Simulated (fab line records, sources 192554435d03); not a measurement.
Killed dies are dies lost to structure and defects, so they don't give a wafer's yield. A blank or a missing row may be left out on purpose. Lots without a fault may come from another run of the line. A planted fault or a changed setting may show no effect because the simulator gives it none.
Chamber matching | flow n5_finfet | N5_BEOL_M0_SAQP_ETCH_106 on rie_diel-04: 4 sister chambers
The step etches SOC in N2/H2, stops on SiNx, target depth 150 nm. 16 wafers are shown with their chamber, then 8 later ones without.

WAFERS WITH THEIR CHAMBER
wafer  | chamber | drypump_motor_current_A (A) | oes_product_au (a.u.) | throttle_valve_pct (%)
L085.1 | 2       | 4.7                         | 0.69                  | 18.00
L085.4 | 3       | 6.4                         | 0.75                  | 18.20
L085.6 | 3       | 6.4                         | 0.74                  | 18.19
L087.1 | 3       | 6.4                         | 0.74                  | 18.21
L087.2 | 1       | 5.7                         | 0.78                  | 17.74
L087.4 | 0       | 5.3                         | 0.91                  | 17.85
L088.1 | 0       | 5.3                         | 0.91                  | 17.86
L088.3 | 1       | 5.6                         | 0.79                  | 17.74
L088.5 | 2       | 4.7                         | 0.69                  | 17.98
L090.1 | 0       | 5.3                         | 0.91                  | 17.84
L090.2 | 1       | 5.6                         | 0.78                  | 17.75
L090.6 | 2       | 4.8                         | 0.69                  | 17.98
L091.2 | 1       | 5.7                         | 0.78                  | 17.74
L091.3 | 3       | 6.4                         | 0.73                  | 18.20
L091.4 | 0       | 5.3                         | 0.91                  | 17.85
L092.2 | 2       | 4.8                         | 0.68                  | 18.02

SIGNATURES (means of the wafers above)
reading                 | chamber 0 | chamber 1 | chamber 2 | chamber 3 | scatter within a chamber
drypump_motor_current_A | 5.300     | 5.650     | 4.750     | 6.400     | 0.0408
oes_product_au          | 0.9100    | 0.7825    | 0.6875    | 0.7400    | 0.0054
throttle_valve_pct      | 17.8500   | 17.7425   | 17.9950   | 18.2000   | 0.0115
Rule: a wafer's distance from a chamber is the root of the sum, over the readings, of the square of ((its reading less the chamber's mean) divided by the reading's scatter). The wafer belongs to the nearest chamber; if the next one is less than 2 further off, it can't be placed. The scatter: the root of (the sum of the squares of (reading less its chamber's mean) over the shown wafers, divided by (wafers less chambers)).

WAFERS WITHOUT THEIR CHAMBER
wafer  | drypump_motor_current_A (A) | oes_product_au (a.u.) | throttle_valve_pct (%)
L092.4 | 5.3                         | 0.90                  | 17.86
L092.6 | 4.7                         | 0.68                  | 18.00
L095.1 | 6.4                         | 0.72                  | 18.21
L095.2 | 4.7                         | 0.68                  | 18.01
L095.4 | 5.3                         | 0.88                  | 17.86
L096.1 | 4.7                         | 0.68                  | 18.01
L096.3 | 5.3                         | 0.89                  | 17.87
L096.5 | 4.8                         | 0.68                  | 18.02

WHICH CHAMBER EACH WENT THROUGH
wafer  | from the rows above | in truth
L092.4 | 0                   | 0
L092.6 | 2                   | 2
L095.1 | 3                   | 3
L095.2 | 2                   | 2
L095.4 | 0                   | 0
L096.1 | 2                   | 2
L096.3 | 0                   | 0
L096.5 | 2                   | 2
Placed correctly: 8 of 8. Can't be placed from these rows: 0. Placed wrongly: 0.
